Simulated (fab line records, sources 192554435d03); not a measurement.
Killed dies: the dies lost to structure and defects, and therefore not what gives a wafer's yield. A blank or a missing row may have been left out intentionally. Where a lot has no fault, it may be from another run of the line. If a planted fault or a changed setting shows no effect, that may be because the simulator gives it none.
Chamber matching    flow n5 finfet    3 sister chambers for N5_BEOL_M8_CURE_75 on uv cure-02
The step cures SiCOH lowk, time 120 s. 3 wafers are shown with their chamber, then 9 later ones without.

## WAFERS PAIRED WITH THEIR CHAMBERS
wafer   chamber  wafer_temp_C_max
L080.6  0        372.7
L083.6  1        370.8
L089.4  2        371.4

## WAFERS WITH NO CHAMBER GIVEN
wafer   wafer_temp_C_max
L090.2  372.9
L090.3  372.9
L090.4  372.5
L094.1  372.0
L094.5  372.6
L094.6  373.2
L097.1  371.1
L097.2  371.7
L097.3  371.0

## WHICH CHAMBER EACH WENT THROUGH
wafer   from the rows above           in truth
L090.2  0                             0
L090.3  0                             0
L090.4  0                             0
L094.1  can't be placed: 2 or 0 or 1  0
L094.5  0                             0
L094.6  0                             0
L097.1  can't be placed: 2 or 1       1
L097.2  can't be placed: 2 or 1       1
L097.3  can't be placed: 1 or 2       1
Correct placement for 5 of the 9. Not placeable from these rows: 4 (in 4, the candidates include the true chamber). Number placed wrongly: 0.
How it was worked out, from the rows above alone: a wafer's distance from a chamber is the root of the sum, over the readings, of the square of ((its reading less the chamber's mean) divided by the reading's scatter). If the next closest chamber is less than 2 further off than the closest, the wafer can't be placed; otherwise it belongs to the closest. For every chamber, the mean is computed from those of its wafers that are shown. The scatter: root of mean squared gap, hidden wafer to nearest shown wafer, with one shown wafer a chamber.
